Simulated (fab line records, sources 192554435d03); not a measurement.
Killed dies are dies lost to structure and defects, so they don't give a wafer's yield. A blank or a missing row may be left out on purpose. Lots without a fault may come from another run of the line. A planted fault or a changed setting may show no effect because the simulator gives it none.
A struck lot beside a sound one | flow n5_finfet | 14 steps out of a route of 1938
Sound: wafers L688.3, L688.5. Struck: wafers L697.3, L697.4, L697.5. The cause comes at the end.
At each step with rows: each side's tool, then ch and its chambers, then its first start. Under that, the readings that differ: sound wafers | struck wafers | difference of the means | sigmas: that difference in standard deviations of wafers without a fault.
alike: readings whose means differ by less than 2 such deviations, and words and numbers that are the same on both sides. not compared: withheld readings, readings that some wafer has no value for, bounds like >300 that may hide the same value, and numbers for which the record gives no deviation and whose values overlap.
The two part at a step that has a row with sigmas, a row that says differs or no value, or rows on one side only. Numbers that don't overlap but have no deviation are shown without sigmas and don't part them. A reading that every wafer of one side lacks parts them only if that side has two wafers or more.

N5_MIM_TOP_LITHO_CD_MEAS_08: target cd 2000 nm.
  sound on cd_sem-03 ch 0, day 12 21:04; struck on cd_sem-02 ch 0, day 15 13:57
  alike: cd_nm
N5_MIM_TOP_LITHO_OVL_MEAS_11:
  sound on overlay-01 ch 0, day 12 21:05; struck on overlay-02 ch 0, day 15 13:59
  alike: MIM_TOP_OVL
N5_MIM_TOP_LITHO_INSPECT_12: inspects for defects (macro).
  sound on defect_inspect-01, day 12 21:07; struck on defect_inspect-01, day 15 14:00
  alike: raw_defect_count
N5_MIM_TOP_LITHO_DESCUM_10: chemistry O2, time 7.9 s.
  sound on rie_diel-06 ch 0,2, day 12 21:09; struck on rie_diel-02 ch 0,1,2, day 15 14:02
  alike: drypump_motor_current_A, oes_product_au, rf_vpp_V, showerhead_plenum_p_Torr, throttle_valve_pct
  not compared: rf_hours_counter_h
N5_MIM_TOP_ETCH_ETCH_00: etches TiN in Cl2/BCl3, target depth 38.5 nm.
  sound on rie_metal-01 ch 0,1, day 12 21:17; struck on rie_metal-01 ch 0,1, day 15 14:10
  alike: drypump_motor_current_A, oes_product_au, throttle_valve_pct
  not compared: rf_hours_counter_h
N5_MIM_TOP_ETCH_STRIP_01: strips in O2.
  sound on rie_diel-05 ch 1,2, day 12 21:23; struck on rie_diel-03 ch 0,1, day 15 14:16
  alike: drypump_motor_current_A, oes_product_au, rf_vpp_V, showerhead_plenum_p_Torr, throttle_valve_pct
  not compared: rf_hours_counter_h
N5_MIM_TOP_ETCH_PECVD_03: deposits SiNx from SiH4/NH3/N2, target thk 20 nm, time 17.6 s.
  sound on pecvd-03 ch 0,2, day 12 21:26; struck on pecvd-01 ch 0,2, day 15 14:20
  alike: heater_power_w, showerhead_plenum_p_Torr, showerhead_vpp_V, throttle_valve_pct
then, 5 steps without rows for these wafers: N5_MIM_BOT_LITHO_HMDS_01 (time 60 s); N5_MIM_BOT_LITHO_COAT_02; N5_MIM_BOT_LITHO_EBR_04; N5_MIM_BOT_LITHO_SOFTBAKE_03 (time 90 s); N5_MIM_BOT_LITHO_EXPOSE_05 (exposes mask MIM BOT).
N5_MIM_BOT_LITHO_PEB_06:
  sound on litho_track-05 ch 0, day 12 21:41; struck on litho_track-05, day 15 14:34
  reading         | sound     | struck | difference                    | sigmas
  exhaust_pa (Pa) | 43.9 44.8 | - - -  | no value on the struck wafers |
  not compared: chill_plate_temp_C, resist_line_temp_C
then, 1 step without rows for these wafers: N5_MIM_BOT_LITHO_DEVELOP_07 (develop time 60 s).

WHERE THEY PART
Only at N5_MIM_BOT_LITHO_PEB_06, within this record.

WHY: what the simulator had put in
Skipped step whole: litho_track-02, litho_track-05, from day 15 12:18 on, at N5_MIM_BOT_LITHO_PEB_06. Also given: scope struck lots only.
